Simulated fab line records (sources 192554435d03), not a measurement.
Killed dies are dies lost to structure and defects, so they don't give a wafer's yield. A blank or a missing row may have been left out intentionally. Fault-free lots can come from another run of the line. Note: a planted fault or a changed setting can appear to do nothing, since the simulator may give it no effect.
A struck lot beside a sound one / flow n5-finfet / 34 steps out of a route of 1938
Sound: the wafers L176.1, L176.3, L176.5. Struck: wafers L174.1, L174.4, L174.5. Last of all comes the cause.
Order at every step that has rows: each side's tool, ch and its chambers, its first start. Under that, the readings that differ: sound wafers / struck wafers / difference of the means / sigmas: that difference in standard deviations of wafers without a fault.
alike: readings whose means differ by less than 2 such deviations, and words and numbers that are the same on both sides. not compared: withheld readings, readings that some wafer has no value for, bounds like >300 that may hide the same value, and numbers for which the record gives no deviation and whose values overlap.
The two part at a step that has a row with sigmas, a row that says differs or no value, or rows on one side only. Numbers that don't overlap but have no deviation are shown without sigmas and don't part them. A reading missing from all wafers of one side parts the sides only when that side holds two or more wafers.

first, 10 steps without rows for these wafers: N5_BEOL_M9_HM_STRIP_39 (strips TiN in peroxide tin strip, target depth 25 nm, time 158 s); N5_BEOL_M9_SRD_40 (time 30 s); N5_BEOL_M9_PRECLEAN_42 (cleans in residue remover, time 60 s); N5_BEOL_M9_SRD_43 (time 30 s); N5_BEOL_M9_CURE_72 (cures SiCOH lowk, time 120 s); N5_BEOL_M9_DEGAS_44 (time 60 s); N5_BEOL_M9_PRE_CLEAN_45 (time 30 s); N5_BEOL_M9_ALD_74 (deposits TaN, target thk 2 nm, pulse time 2 s, purge time 3 s); N5_BEOL_M9_SURFACE_TREAT_79; N5_BEOL_M9_CVD_78 (deposits Co from CCTBA/H2, target thk 2 nm, time 138.9 s).
N5_BEOL_M9_SPUTTER_48: material Cu, target thk 12 nm, time 2 s.
  struck on pvd-sputter-01, day 12 20:50; sound on pvd-sputter-02, day 13 10:34
  alike: throttle-valve-pct
then, 22 steps without rows for these wafers: N5_BEOL_M9_ECD_50 (material Cu, target thk 318 nm); N5_BEOL_M9_ANNEAL_51 (time 90 s); N5_BEOL_M9_CMP_52 (polishes, stops on SiCOH lowk, t overpolish 7 s, target thk 140 nm); N5_BEOL_M9_PRE_CLEAN_55 (time 15 s); N5_BEOL_M9_DEP_56 (deposits SiCN from 3MS/NH3, target thk 15 nm, time 26.5 s); N5_BEOL_M10_ILD_DEP_00 (deposits SiCOH lowk from DEMS/porogen, target thk 308.51 nm, time 58 s); N5_BEOL_M10_CURE_71 (cures SiCOH lowk, time 240 s); N5_BEOL_M10_PECVD_70 (deposits SiO2 from TEOS/O2, target thk 20 nm, time 22.7 s); N5_BEOL_M10_HM_DEP_02 (deposits TiN, target thk 20 nm); N5_BEOL_M10_COAT_59 (time 60 s, resist thk 100 nm); N5_BEOL_M10_COAT_60 (time 60 s, resist thk 30 nm); N5_BEOL_M10_COAT_05 (resist thk 90 nm); N5_BEOL_M10_EBR_07; N5_BEOL_M10_SOFTBAKE_06 (time 60 s); N5_BEOL_M10_EXPOSE_08 (exposes mask M10); N5_BEOL_M10_PEB_09 (peb time 60 s); N5_BEOL_M10_DEVELOP_10 (develop time 30 s); N5_BEOL_M10_DESCUM_16 (chemistry O2, time 7.9 s); N5_BEOL_M10_ETCH_61 (etches SiARC in CF4, target depth 39 nm, time 65 s); N5_BEOL_M10_ETCH_62 (etches SOC in N2/H2, target depth 110 nm, overetch 22 nm, time 165 s); N5_BEOL_M10_STRIP_68 (strips in N2/H2); N5_BEOL_M10_STRIP_67 (strips in CF4).
-- a jump in the record: the struck wafers' starts before and after are 2 days apart (it breaks off in module BEOL_M10 and resumes in module PASSIVATION, where the first step shown is number 1936 of the route) --
N5_PASSIVATION_PROBE_49:
  rows exist in the record for the struck wafers here (prober-01, day 15 04:48), but not for the sound ones

## WHERE THEY PART
Only at N5_PASSIVATION_PROBE_49, as far as this record shows.

WHY: whatever the simulator had introduced
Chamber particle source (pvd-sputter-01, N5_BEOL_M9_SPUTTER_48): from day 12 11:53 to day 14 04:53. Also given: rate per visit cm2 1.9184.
